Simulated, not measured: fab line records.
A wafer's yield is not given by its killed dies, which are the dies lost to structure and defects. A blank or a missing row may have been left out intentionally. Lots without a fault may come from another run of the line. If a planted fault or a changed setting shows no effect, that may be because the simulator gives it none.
A struck lot beside a sound one / flow nand harc / 13 steps out of a route of 1302
Sound: the wafers L116.4, L116.5, L116.6. Wafers L121.2, L121.3, L121.6 were the ones struck. The cause comes at the end.
Per side, at each step with rows, come the tool, then ch with its chambers, and then its first start. Under that, the readings that differ: sound wafers / struck wafers / difference of the means / sigmas: that difference in standard deviations of wafers without a fault.
alike: readings with means less than 2 such deviations apart, plus words and numbers identical on both sides. not compared: withheld readings, readings lacking a value on some wafer, bounds such as >300 that could conceal the same value, and numbers that have no deviation in the record and whose values overlap.
The two part at a step that has a row with sigmas, a row that says differs or no value, or rows on one side only. Non-overlapping numbers with no deviation appear without sigmas and do not part them. Lack of a reading on every wafer of one side parts them only where that side has two or more wafers.

first, 4 steps without rows for these wafers: NHARC_A_WL_FILL_STRIP_28 (strips in post etch residue remover, time 1200 s); NHARC_A_WL_FILL_PRECLEAN_06 (cleans in DIW, time 300 s); NHARC_A_WL_FILL_SRD_07; NHARC_A_WL_FILL_ANNEAL_08 (time 1800 s).
NHARC_A_WL_FILL_ALD_10: deposits SiO2, target thk 50 nm, pulse time 10 s, ald cycles 500.
  sound on ald hk-04 ch 0,3, day 21 20:31; struck on ald hk-01 ch 1,3, day 24 18:05
  alike: heater power w, precursor pulse height rel, susceptor temp C
NHARC_A_WL_FILL_ETCHBACK_16: etches the open film in C4F8/O2/Ar, target depth 120 nm, time 24 s.
  sound on rie diel-01 ch 0,2,3; struck on rie diel-07 ch 0,3
  alike: chamber pressure mTorr, oes product au, rf vpp V, run length s
  not compared: rf hours counter h
NHARC_A_WL_FILL_STRIP_29: strips in O2, time 20 s.
  sound on rie diel-01 ch 0,1,3, day 22 01:19; struck on rie diel-07 ch 0,2,3, day 24 22:51
  alike: chamber pressure mTorr, drypump motor current A, oes product au, rf vpp V, showerhead plenum p Torr, throttle valve pct
  not compared: rf hours counter h
NHARC_A_WL_FILL_ETCHBACK_17: etches the open film in Cl2/BCl3, target depth 4 nm, time 26.7 s.
  sound on rie metal-01 ch 0,1, day 22 01:27; struck on rie metal-03 ch 0,1, day 24 22:56
  alike: chamber pressure mTorr, drypump motor current A, oes product au, run length s
  not compared: rf hours counter h
then, 3 steps without rows for these wafers: NHARC_A_WL_FILL_PRECLEAN_18 (cleans in dHF, time 30 s); NHARC_A_WL_FILL_SRD_21; NHARC_A_WL_FILL_CVD_23 (deposits poly-Si, target thk 40 nm, time 800 s).
NHARC_A_WL_FILL_ETCHBACK_26: etches the open film in HBr, target depth 52 nm, time 13.3 s.
  sound on rie si-04 ch 1,2, day 22 06:38; struck on rie si-04 ch 0,1, day 25 04:02
reading=run length s (s); sound=33.7 34.3 34.6; struck=29.1 30.2 29.2; difference=-4.7; sigmas=-11
  alike: chamber pressure mTorr, drypump motor current A, oes product au, throttle valve pct
  not compared: rf hours counter h
then, 1 step without rows for these wafers: NHARC_A_WL_FILL_PRECLEAN_30 (cleans in dHF, time 10 s).

WHERE THEY PART
At NHARC_A_WL_FILL_ETCHBACK_26 and nowhere else, as far as this record goes.

WHY: whatever the simulator had introduced
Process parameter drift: rie si-04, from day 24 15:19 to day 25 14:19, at NHARC_A_WL_FILL_ETCHBACK_26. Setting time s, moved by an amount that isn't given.
